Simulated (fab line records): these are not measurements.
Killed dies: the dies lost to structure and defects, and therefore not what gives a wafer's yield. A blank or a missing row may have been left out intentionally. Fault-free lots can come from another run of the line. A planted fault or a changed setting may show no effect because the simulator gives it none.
fab line records | flow nand-harc
record: lots: 13 | wafers: 39 | last-day: 34
route steps=1302 shown P_ZERO_WELL@31 P_STI@84 END@1302
lots that met no fault: from a run of the same line without faults
start-h: hours from the record's first day to the start of the lot's first wafer shown | wait-h: hours elapsed since this lot's preceding step | " identical to the entry in the row above | L1.1+2: one row covering several wafers at once | - either no value or no given start | * or withheld: withheld | < > ~ a bound
route shown NAME@n: NAME is a module with steps in the file, n the number in the route of the first one | usual: mean and standard deviation over wafers with no fault | same: alike in all rows | chamber/n: place in a boat | sites: per-site readings | _std_site: standard deviation across them | _edge_site: inner sites' mean taken away from outer sites' mean | radius-mm: for every site, how far away it sits from the centre of the wafer | mask NAME#n: copy n | behind: the last tool/chamber to shape the wafer | hold: the reason the lot was held/the length of the hold in hours/how it ended | device: which transistor (n, p or np) failed to switch | end of line: tests run on the same wafers once the route is complete | a step without rows: its recipe alone | killed: at the first sort, the dies lost to defects and structure; wafer yield is something else | map: per-die view of a wafer (x killed, . not killed, _ where there is no die)
set.NAME: setting as actually run; set.NAME@STEP: the setting as run at that earlier step | model.NAME: the simulator's own value behind a step, which no gauge read
a sample of lots followed through the steps of the route, with each step as a table and each wafer as a row
services: the hour from which a tool's chamber was out of use, counted from the record's first day as start-h (under 0 if before that day), plus the number of hours and why
== steps ==
step: NHARC_P_ZERO_WELL_DESCUM_26
recipe: time-s: 3 | o2-flow-sccm: 200 | ar-flow-sccm: 0 | bias-power-w: 0 | chemistry: O2
usual: drypump-motor-current-A: 5.6/0.45 | oes-product-au: 1.004/0.011 | rf-vpp-V: 57.9/0.88 | showerhead-plenum-p-Torr: 1.91/0.099 | throttle-valve-pct: 11.312/0.0093
lot.wafer | tool        | chamber | start-h | wait-h | drypump-motor-current-A | oes-product-au | rf-hours-counter-h | rf-vpp-V | showerhead-plenum-p-Torr | throttle-valve-pct
L963.3    | rie-diel-05 | 2       | 22.88   | -      | 6.4                     | 0.999          | 42                 | 56.9     | 1.82                     | 11.305
L963.5    | "           | 0       | "       | "      | 5.6                     | 0.999          | -                  | 56.7     | 1.77                     | 11.313
L963.6    | "           | 2       | "       | "      | 6.5                     | 1.005          | -                  | 55.6     | 1.82                     | 11.310
L964.2    | rie-diel-05 | 1       | 33.74   | -      | 5.3                     | 1.005          | 41                 | 56.4     | 1.85                     | 11.309
L964.1    | "           | 3       | "       | "      | 5.2                     | 1.017          | 42                 | 57.2     | 2.01                     | 11.288
L964.5    | "           | 1       | "       | "      | 5.3                     | 1.011          | -                  | 56.7     | 1.85                     | 11.318
L966.3    | rie-diel-13 | 2       | 52.82   | -      | 5.6                     | 0.991          | 16                 | 58.6     | 1.92                     | 11.312
L966.2    | "           | 0       | "       | "      | 5.3                     | 0.980          | 19                 | 57.2     | 1.83                     | 11.311
L966.5    | "           | 2       | "       | "      | 5.6                     | 0.999          | -                  | 58.4     | 1.92                     | 11.310
L967.1    | rie-diel-01 | 1       | 62.84   | -      | 6.2                     | 1.002          | 9                  | 58.3     | 2.07                     | 11.310
L967.6    | "           | 2       | "       | "      | 5.9                     | 1.010          | -                  | 59.0     | 2.07                     | 11.312
L967.5    | "           | 3       | "       | "      | 5.1                     | 1.012          | -                  | 57.2     | 1.92                     | 11.317
L968.1    | rie-diel-05 | 1       | 72.66   | -      | 5.3                     | 1.005          | 1                  | 56.1     | 1.85                     | 11.321
L968.6    | "           | 0       | "       | "      | 5.5                     | 0.994          | -                  | 57.4     | 1.77                     | 11.319
L968.5    | "           | 1       | "       | "      | 5.3                     | 1.000          | -                  | 59.5     | 1.85                     | 11.312
L972.1    | rie-diel-01 | 2       | 112.68  | -      | 6.0                     | 1.017          | 25                 | 58.0     | 2.07                     | 11.315
L972.2    | "           | 0       | "       | "      | 5.4                     | 1.003          | 24                 | 58.1     | 1.95                     | 11.312
L972.3    | "           | 1       | "       | "      | 6.2                     | 1.010          | 23                 | 58.6     | 2.07                     | 11.314
L974.2    | rie-diel-05 | 3       | 132.76  | -      | 5.2                     | 1.003          | 28                 | 57.8     | 2.00                     | 11.326
L974.3    | "           | 1       | "       | "      | 5.3                     | 1.011          | 21                 | 57.2     | 1.85                     | 11.297
L974.6    | "           | 3       | "       | "      | 5.2                     | 1.005          | -                  | 58.7     | 2.00                     | 11.325
L976.1    | rie-diel-05 | 3       | 152.68  | -      | 5.1                     | 1.017          | 33                 | 57.4     | 2.00                     | 11.294
L976.3    | "           | 1       | "       | "      | 5.3                     | 1.022          | 26                 | 57.7     | 1.84                     | 11.318
L976.6    | "           | 3       | "       | "      | 5.2                     | 1.014          | -                  | 59.4     | 2.00                     | 11.319
L978.2    | rie-diel-05 | 2       | 172.62  | -      | 6.5                     | 0.997          | 36                 | 57.5     | 1.81                     | 11.304
L978.6    | "           | 2       | "       | "      | 6.5                     | 1.007          | -                  | 58.3     | 1.81                     | 11.318
L978.5    | "           | 3       | "       | "      | 5.2                     | 1.018          | -                  | 59.0     | 2.00                     | 11.315
L981.2    | rie-diel-01 | 3       | 202.52  | -      | 5.1                     | 1.000          | 54                 | 58.9     | 1.91                     | 11.319
L981.4    | "           | 0       | "       | "      | 5.4                     | 0.993          | 50                 | 58.4     | 1.94                     | 11.320
L981.1    | "           | 1       | "       | "      | 6.2                     | 1.007          | 48                 | 58.5     | 2.06                     | 11.306
L983.4    | rie-diel-01 | 2       | 225.19  | -      | 6.0                     | 0.990          | 5                  | 58.4     | 2.06                     | 11.314
L983.1    | "           | 0       | "       | "      | 5.3                     | 0.993          | 8                  | 58.4     | 1.94                     | 11.308
L983.5    | "           | 1       | "       | "      | 6.2                     | 1.015          | -                  | 59.2     | 2.06                     | 11.331
L985.1    | rie-diel-05 | 1       | 242.71  | -      | 5.3                     | 0.997          | 1                  | 57.8     | 1.83                     | 11.317
L985.4    | "           | 2       | "       | "      | 6.5                     | 0.978          | 1                  | 57.5     | 1.80                     | 11.303
L985.3    | "           | 3       | "       | "      | 5.2                     | 1.000          | 1                  | 57.1     | 1.99                     | 11.288
L986.2    | rie-diel-05 | 3       | 252.68  | -      | 5.2                     | 1.003          | 4                  | 57.2     | 1.99                     | 11.330
L986.1    | "           | 0       | "       | "      | 5.6                     | 1.006          | 4                  | 57.6     | 2.08                     | 11.305
L986.5    | "           | 1       | "       | "      | 5.3                     | 0.990          | -                  | 57.4     | 1.83                     | 11.320
step: NHARC_P_STI_OVL_MEAS_10
usual: overlay-x-nm: 0/5 | overlay-y-nm: -1/5.9
lot.wafer | tool       | chamber | start-h | wait-h | overlay-x-nm | overlay-y-nm
L963.3    | overlay-01 | -       | 44.47   | -      | -10          | -4
L963.5    | "          | -       | "       | "      | -10          | -4
L963.6    | "          | -       | "       | "      | -10          | -4
L964.1    | overlay-02 | -       | 55.94   | -      | 2            | 2
L964.2    | "          | -       | "       | "      | 2            | 2
L964.5    | "          | -       | "       | "      | 1            | 2
L966.2    | overlay-02 | -       | 74.15   | -      | 1            | -8
L966.3    | "          | -       | "       | "      | 1            | -8
L966.5    | "          | -       | "       | "      | 0            | -8
L967.1    | overlay-02 | -       | 85.80   | -      | 3            | 3
L967.5    | "          | -       | "       | "      | 3            | 3
L967.6    | "          | -       | "       | "      | 2            | 3
L968.1    | overlay-02 | -       | 94.27   | -      | -8           | -10
L968.5    | "          | -       | "       | "      | -8           | -9
L968.6    | "          | -       | "       | "      | -8           | -10
L972.1    | overlay-02 | -       | 136.52  | -      | -2           | 2
L972.2    | "          | -       | "       | "      | -2           | 1
L972.3    | "          | -       | "       | "      | -2           | 2
L974.2    | overlay-01 | -       | 159.29  | -      | 4            | -12
L974.3    | "          | -       | "       | "      | 4            | -12
L974.6    | "          | -       | "       | "      | 3            | -12
L976.1    | overlay-02 | -       | 174.27  | -      | 6            | -3
L976.3    | "          | -       | "       | "      | 6            | -3
L976.6    | "          | -       | "       | "      | 6            | -2
L978.2    | overlay-01 | -       | 192.17  | -      | 4            | 7
L978.5    | "          | -       | "       | "      | 4            | 7
L978.6    | "          | -       | "       | "      | 4            | 6
L981.1    | overlay-02 | -       | 225.34  | -      | 4            | -5
L981.2    | "          | -       | "       | "      | 5            | -6
L981.4    | "          | -       | "       | "      | 5            | -6
L983.1    | overlay-02 | -       | 246.97  | -      | -2           | -6
L983.4    | "          | -       | "       | "      | -2           | -5
L983.5    | "          | -       | "       | "      | -2           | -5
L985.1    | overlay-02 | -       | 265.06  | -      | 1            | 3
L985.3    | "          | -       | "       | "      | 1            | 3
L985.4    | "          | -       | "       | "      | 1            | 4
L986.1    | overlay-01 | -       | 273.72  | -      | 8            | 7
L986.2    | "          | -       | "       | "      | 9            | 7
L986.5    | "          | -       | "       | "      | 8            | 7
step: NHARC_P_STI_DESCUM_14
recipe: time-s: 3 | o2-flow-sccm: 200 | ar-flow-sccm: 0 | bias-power-w: 0 | chemistry: O2
usual: drypump-motor-current-A: 5.5/0.51 | oes-product-au: 1.000/0.0099 | rf-vpp-V: 57.7/0.86 | showerhead-plenum-p-Torr: 1.89/0.09 | throttle-valve-pct: 11.312/0.0097
lot.wafer | tool        | chamber | start-h | wait-h | drypump-motor-current-A | oes-product-au | rf-hours-counter-h | rf-vpp-V | showerhead-plenum-p-Torr | throttle-valve-pct
L963.3    | rie-diel-06 | 0       | 44.65   | -      | 5.2                     | 1.016          | 6                  | 57.9     | 1.85                     | 11.299
L963.6    | "           | 3       | "       | "      | 5.5                     | 1.009          | -                  | 57.7     | 1.78                     | 11.322
L963.5    | "           | 0       | "       | "      | 5.2                     | 1.004          | -                  | 58.2     | 1.85                     | 11.323
L964.2    | rie-diel-11 | 1       | 56.11   | -      | 5.9                     | 0.989          | 8                  | 57.7     | 1.83                     | 11.322
L964.1    | "           | 2       | "       | "      | 5.5                     | 1.015          | 9                  | 59.5     | 1.88                     | 11.318
L964.5    | "           | 2       | "       | "      | 5.4                     | 1.017          | -                  | 57.4     | 1.88                     | 11.320
L966.2    | rie-diel-06 | 1       | 74.32   | -      | 5.4                     | 0.988          | 8                  | 57.5     | 1.78                     | 11.306
L966.3    | "           | 2       | "       | "      | 5.6                     | 1.011          | 9                  | 58.6     | 1.92                     | 11.309
L966.5    | "           | 1       | "       | "      | 5.4                     | 0.993          | -                  | 58.2     | 1.78                     | 11.292
L967.1    | rie-diel-06 | 1       | 85.98   | -      | 5.5                     | 1.001          | 9                  | 57.0     | 1.78                     | 11.326
L967.6    | "           | 3       | "       | "      | 5.5                     | 1.007          | -                  | 57.0     | 1.78                     | 11.316
L967.5    | "           | 0       | "       | "      | 5.2                     | 1.018          | -                  | 56.5     | 1.85                     | 11.307
L968.1    | rie-diel-06 | 0       | 94.47   | -      | 5.1                     | 1.012          | 9                  | 57.6     | 1.85                     | 11.314
L968.6    | "           | 1       | "       | "      | 5.4                     | 1.000          | -                  | 58.5     | 1.78                     | 11.301
L968.5    | "           | 2       | "       | "      | 5.6                     | 1.018          | -                  | 57.7     | 1.92                     | 11.323
L972.3    | rie-diel-11 | 1       | 136.69  | -      | 5.8                     | 0.973          | 2                  | 57.8     | 1.83                     | 11.306
L972.1    | "           | 2       | "       | "      | 5.5                     | 0.991          | 3                  | 58.3     | 1.88                     | 11.313
L972.2    | "           | 3       | "       | "      | 6.4                     | 1.007          | 3                  | 57.8     | 1.92                     | 11.284
L974.3    | rie-diel-06 | 0       | 159.46  | -      | 5.2                     | 0.993          | 1                  | 57.4     | 1.85                     | 11.311
L974.2    | "           | 3       | "       | "      | 5.5                     | 1.001          | 1                  | 57.8     | 1.78                     | 11.322
L974.6    | "           | 0       | "       | "      | 5.2                     | 0.993          | -                  | 58.2     | 1.85                     | 11.301
L976.1    | rie-diel-09 | 1       | 174.44  | -      | 5.5                     | 0.980          | 1                  | 55.3     | 1.84                     | 11.316
L976.3    | "           | 3       | "       | "      | 5.6                     | 1.002          | 1                  | 57.5     | 1.88                     | 11.314
L976.6    | "           | 1       | "       | "      | 5.5                     | 0.993          | -                  | 58.6     | 1.84                     | 11.315
L978.2    | rie-diel-06 | 1       | 192.35  | -      | 5.4                     | 1.008          | 4                  | 57.6     | 1.78                     | 11.314
L978.6    | "           | 3       | "       | "      | 5.5                     | 0.998          | -                  | 56.4     | 1.78                     | 11.302
L978.5    | "           | 0       | "       | "      | 5.2                     | 0.994          | -                  | 58.8     | 1.85                     | 11.293
L981.2    | rie-diel-06 | 0       | 225.51  | -      | 5.1                     | 1.001          | 8                  | 57.9     | 1.85                     | 11.327
L981.4    | "           | 1       | "       | "      | 5.4                     | 1.017          | 8                  | 57.7     | 1.78                     | 11.299
L981.1    | "           | 2       | "       | "      | 5.6                     | 0.998          | 8                  | 58.2     | 1.91                     | 11.295
L983.4    | rie-diel-06 | 2       | 247.14  | -      | 5.5                     | 0.997          | 8                  | 58.0     | 1.91                     | 11.306
L983.1    | "           | 3       | "       | "      | 5.4                     | 1.007          | 7                  | 56.7     | 1.78                     | 11.306
L983.5    | "           | 3       | "       | "      | 5.5                     | 1.002          | -                  | 57.4     | 1.78                     | 11.311
L985.4    | rie-diel-11 | 1       | 265.24  | -      | 5.9                     | 1.000          | 0                  | 58.3     | 1.82                     | 11.295
L985.3    | "           | 2       | "       | "      | 5.4                     | 0.995          | 0                  | 58.0     | 1.88                     | 11.303
L985.1    | "           | 3       | "       | "      | 6.4                     | 1.002          | 0                  | 57.7     | 1.92                     | 11.310
L986.1    | rie-diel-09 | 2       | 273.89  | -      | 4.6                     | 0.995          | 8                  | 58.3     | 2.04                     | 11.318
L986.2    | "           | 3       | "       | "      | 5.7                     | 0.999          | 9                  | 57.0     | 1.87                     | 11.312
L986.5    | "           | 1       | "       | "      | 5.5                     | 0.988          | -                  | 57.9     | 1.83                     | 11.335
step: NHARC_P_STI_ETCH_31
recipe: target-depth-a: 1089 | time-s: 54.5 | cf4-flow-sccm: 100 | chf3-flow-sccm: 30 | ar-flow-sccm: 0 | rf-w: 500 | bias-w: 200 | chemistry: CF4/CHF3
usual: bias-w: 199.9/0.56 | cf4-flow-sccm: 100.0/0.31 | chf3-flow-sccm: 30.00/0.086 | drypump-motor-current-A: 5.6/0.51 | oes-product-au: 0.959/0.019 | rf-vpp-V: 370.1/2.5 | showerhead-plenum-p-Torr: 1.56/0.07 | throttle-valve-pct: 16.803/0.0094
lot.wafer | tool        | chamber | start-h | wait-h | bias-w | cf4-flow-sccm | chf3-flow-sccm | drypump-motor-current-A | oes-product-au | rf-hours-counter-h | rf-vpp-V | showerhead-plenum-p-Torr | throttle-valve-pct
L963.3    | rie-diel-06 | 1       | 44.81   | -      | 199.3  | 100.1         | 29.93          | 5.4                     | 0.972          | 7                  | 368.1    | 1.47                     | 16.794
L963.5    | "           | 1       | "       | "      | 200.1  | 100.6         | 29.97          | 5.4                     | 0.975          | -                  | 367.3    | 1.47                     | 16.782
L963.6    | "           | 2       | "       | "      | 199.8  | 100.0         | 30.01          | 5.6                     | 0.982          | -                  | 370.2    | 1.58                     | 16.805
L964.1    | rie-diel-11 | 0       | 56.28   | -      | 199.9  | 100.1         | 30.08          | 6.6                     | 0.978          | 8                  | 374.6    | 1.68                     | 16.792
L964.2    | "           | 2       | "       | "      | 199.2  | 99.9          | 29.83          | 5.5                     | 0.977          | 9                  | 369.4    | 1.55                     | 16.814
L964.5    | "           | 0       | "       | "      | 199.8  | 100.0         | 29.87          | 6.6                     | 0.981          | -                  | 374.3    | 1.68                     | 16.833
L966.3    | rie-diel-06 | 3       | 74.49   | -      | -      | -             | -              | -                       | -              | -                  | -        | -                        | -
L966.2    | "           | 0       | "       | "      | -      | -             | -              | -                       | -              | -                  | -        | -                        | -
L966.5    | "           | 3       | "       | "      | -      | -             | -              | -                       | -              | -                  | -        | -                        | -
L967.1    | rie-diel-06 | 1       | 86.15   | -      | -      | -             | -              | -                       | -              | -                  | -        | -                        | -
L967.6    | "           | 3       | "       | "      | -      | -             | -              | -                       | -              | -                  | -        | -                        | -
L967.5    | "           | 0       | "       | "      | -      | -             | -              | -                       | -              | -                  | -        | -                        | -
L968.1    | rie-diel-06 | 3       | 94.62   | -      | -      | -             | -              | -                       | -              | -                  | -        | -                        | -
L968.6    | "           | 2       | "       | "      | -      | -             | -              | -                       | -              | -                  | -        | -                        | -
L968.5    | "           | 3       | "       | "      | -      | -             | -              | -                       | -              | -                  | -        | -                        | -
L972.3    | rie-diel-11 | 3       | 136.86  | -      | 199.9  | 100.6         | 29.94          | 6.4                     | 0.940          | 3                  | 369.7    | 1.58                     | 16.812
L972.1    | "           | 0       | "       | "      | 199.3  | 100.5         | 30.04          | 6.7                     | 0.925          | 2                  | 374.5    | 1.68                     | 16.795
L972.2    | "           | 1       | "       | "      | 198.9  | 99.4          | 30.11          | 5.9                     | 0.925          | 2                  | 369.9    | 1.50                     | 16.783
L974.3    | rie-diel-06 | 2       | 159.63  | -      | 200.3  | 99.7          | 30.03          | 5.5                     | 0.968          | 1                  | 372.1    | 1.58                     | 16.816
L974.2    | "           | 0       | "       | "      | 199.9  | 100.5         | 29.89          | 5.2                     | 0.956          | 1                  | 369.0    | 1.52                     | 16.797
L974.6    | "           | 3       | "       | "      | 199.5  | 99.6          | 29.93          | 5.5                     | 0.983          | -                  | 366.9    | 1.47                     | 16.794
L976.3    | rie-diel-09 | 0       | 174.61  | -      | 199.5  | 100.3         | 29.80          | 4.9                     | 0.987          | 1                  | 374.0    | 1.65                     | 16.809
L976.1    | "           | 1       | "       | "      | 200.2  | 99.2          | 30.10          | 5.5                     | 0.952          | 1                  | 368.7    | 1.51                     | 16.791
L976.6    | "           | 0       | "       | "      | 199.9  | 100.4         | 29.83          | 4.9                     | 0.981          | -                  | 373.7    | 1.65                     | 16.794
L978.2    | rie-diel-06 | 3       | 192.51  | -      | 199.4  | 99.5          | 30.09          | 5.5                     | 0.963          | 3                  | 367.3    | 1.47                     | 16.793
L978.6    | "           | 1       | "       | "      | 199.5  | 99.9          | 30.04          | 5.4                     | 0.972          | -                  | 367.9    | 1.47                     | 16.789
L978.5    | "           | 2       | "       | "      | 199.8  | 100.5         | 30.02          | 5.6                     | 0.971          | -                  | 369.6    | 1.58                     | 16.809
L981.2    | rie-diel-06 | 1       | 225.75  | -      | 199.5  | 100.1         | 30.14          | 5.4                     | 0.960          | 8                  | 367.5    | 1.47                     | 16.802
L981.1    | "           | 3       | "       | "      | 199.4  | 99.8          | 29.99          | 5.5                     | 0.964          | 6                  | 366.0    | 1.47                     | 16.811
L981.4    | "           | 0       | "       | "      | 200.2  | 99.9          | 30.13          | 5.1                     | 0.959          | 8                  | 368.5    | 1.52                     | 16.800
L983.4    | rie-diel-06 | 0       | 247.32  | -      | 200.7  | 100.2         | 30.07          | 5.2                     | 0.955          | 9                  | 367.4    | 1.52                     | 16.802
L983.1    | "           | 1       | "       | "      | 198.9  | 99.6          | 30.12          | 5.4                     | 0.970          | 9                  | 366.9    | 1.47                     | 16.789
L983.5    | "           | 3       | "       | "      | 199.5  | 100.2         | 29.93          | 5.5                     | 0.955          | -                  | 365.9    | 1.47                     | 16.825
L985.4    | rie-diel-11 | 2       | 265.41  | -      | 200.2  | 100.0         | 29.88          | 5.5                     | 0.978          | 0                  | 368.5    | 1.55                     | 16.813
L985.1    | "           | 3       | "       | "      | 199.9  | 100.0         | 29.95          | 6.4                     | 0.989          | 0                  | 370.3    | 1.58                     | 16.795
L985.3    | "           | 0       | "       | "      | 198.9  | 99.8          | 29.93          | 6.6                     | 0.954          | 0                  | 372.3    | 1.68                     | 16.798
L986.2    | rie-diel-09 | 1       | 274.08  | -      | 200.5  | 99.8          | 30.20          | 5.5                     | 0.955          | 8                  | 368.4    | 1.51                     | 16.815
L986.1    | "           | 3       | "       | "      | 199.5  | 100.6         | 29.99          | 5.6                     | 0.971          | 9                  | 371.1    | 1.54                     | 16.792
L986.5    | "           | 2       | "       | "      | 200.8  | 100.2         | 30.02          | 4.6                     | 0.961          | -                  | 372.4    | 1.67                     | 16.792
step: NHARC_END_SORT_01
recipe: temp-c: 25
usual: defect-limited-yield: 91/3.5 | killed-at-array: 59/24 | killed-at-other: 0.7/1.2 | killed-at-periphery: 3.5/2.6 | killed-dies: 63/24 | killed-open: 3.2/2.1 | killed-short: 2.4/1.5
same: gross-dies: 677
lot.wafer | tool      | chamber | start-h | wait-h | defect-limited-yield[%] | killed-at-array | killed-at-other | killed-at-periphery | killed-dies | killed-open | killed-short
L972.1    | prober-01 | 0       | 668.67  | 2.5    | 90                      | 60              | 3               | 3                   | 66          | 1           | 2
L972.2    | prober-01 | 0       | 669.48  | 2.8    | 91                      | 63              | 0               | 1                   | 64          | 4           | 1
L972.3    | prober-01 | 0       | 670.29  | 3.1    | 91                      | 60              | 0               | 3                   | 63          | 3           | 1
killed by level:class
L972.1 A_CHANNEL_HOLE_D1:chamber-film-flake=28 A_CHANNEL_HOLE_D2:chamber-film-flake=17 A_CONTACT:chamber-film-flake=5 A_STAIRCASE:chamber-film-flake=3 THIN_TSV:chamber-film-flake=3 A_WL_FILL:chamber-film-flake=2 A_DECK1_JOINT:geometric-particle:open=1 A_CHANNEL_FILL_D2:geometric-particle:short=1
L972.2 A_CHANNEL_HOLE_D1:chamber-film-flake=37 A_CHANNEL_HOLE_D2:chamber-film-flake=14 A_CONTACT:chamber-film-flake=6 A_ONON_D2:geometric-particle:open=2 A_CHANNEL_FILL_D1:geometric-particle:open=1 A_CHANNEL_FILL_D1:geometric-particle:short=1 A_SGD_CUT:geometric-particle:open=1 P_BONDPAD:chamber-film-flake=1
L972.3 A_CHANNEL_HOLE_D1:chamber-film-flake=39 A_CHANNEL_HOLE_D2:chamber-film-flake=14 A_CONTACT:chamber-film-flake=3 P_M0:geometric-particle:open=2 A_STAIRCASE:chamber-film-flake=2 A_CHANNEL_HOLE_D1:geometric-particle:open=1 A_BLC:geometric-particle:short=1 P_BONDPAD:chamber-film-flake=1
== services ==
tool        | chamber | start-h | hours | kind
rie-diel-01 | 3       | 11.20   | 5.6   | repair
rie-diel-05 | 3       | 13.20   | 12.6  | repair
rie-diel-11 | -       | 21.26   | 5.1   | repair
rie-diel-01 | -       | 26.94   | 9.0   | pm
rie-diel-09 | 0       | 36.95   | 5.3   | repair
rie-diel-05 | -       | 52.60   | 9.0   | pm
rie-diel-01 | -       | 53.07   | 0.5   | repair
rie-diel-09 | 2       | 69.44   | 10.3  | repair
rie-diel-06 | -       | 77.52   | 0.5   | repair
rie-diel-11 | -       | 78.50   | 9.0   | pm
rie-diel-05 | 0       | 81.54   | 2.8   | repair
rie-diel-01 | -       | 83.31   | 0.5   | repair
rie-diel-06 | 0       | 107.63  | 2.8   | repair
rie-diel-05 | 2       | 113.05  | 1.8   | repair
rie-diel-09 | 3       | 116.18  | 2.7   | repair
rie-diel-06 | -       | 130.20  | 9.0   | pm
rie-diel-09 | -       | 143.10  | 9.0   | pm
rie-diel-01 | -       | 203.94  | 9.0   | pm
rie-diel-05 | -       | 229.63  | 9.0   | pm
rie-diel-11 | 1       | 229.66  | 18.1  | repair
rie-diel-09 | 0       | 248.79  | 25.1  | repair
rie-diel-01 | 3       | 250.72  | 2.8   | repair
rie-diel-11 | -       | 255.50  | 9.0   | pm
rie-diel-06 | 3       | 262.29  | 2.4   | repair
== key ==
first-sign: step: NHARC_P_STI_ETCH_31 | reading: tool-record | direction: missing
effect none on later readings
met-at NHARC_P_STI_ETCH_31
struck-lots L966,L967,L968
rows-end L967.1,L967.5,L967.6
later-rows-left-out L966.2,L966.3,L966.5,L968.1,L968.5,L968.6
sort-left-out L966.2,L966.3,L966.5,L968.1,L968.5,L968.6
tester-left-out L966,L968
not-acting-at NHARC_P_ZERO_WELL_DESCUM_26,NHARC_P_STI_OVL_MEAS_10,NHARC_P_STI_DESCUM_14
onset-between 44.81 74.49
fault: kind: skipped-step-whole | tool: rie-diel-06 | chamber: - | onset-h: 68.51 | steps: NHARC_P_STI_ETCH_31 | scope: struck-lots-only
tester-left-out: of these lots the tester's yield and bins aren't shown, on N5 and GAA mostly nor the transistor test; their killed dies are dies lost to structure and defects alone, not to doping, threshold or leakage, so they don't give the yield
sort-left-out: the simulated sort isn't trusted on such a fault, so these wafers' sort isn't shown, and their yield isn't known
later-rows-left-out: the simulator's readings of these wafers behind a module that went badly wrong aren't trusted and aren't shown, but for the sort
rows-end: these wafers met a further fault down the route, and their rows from its step on are left out
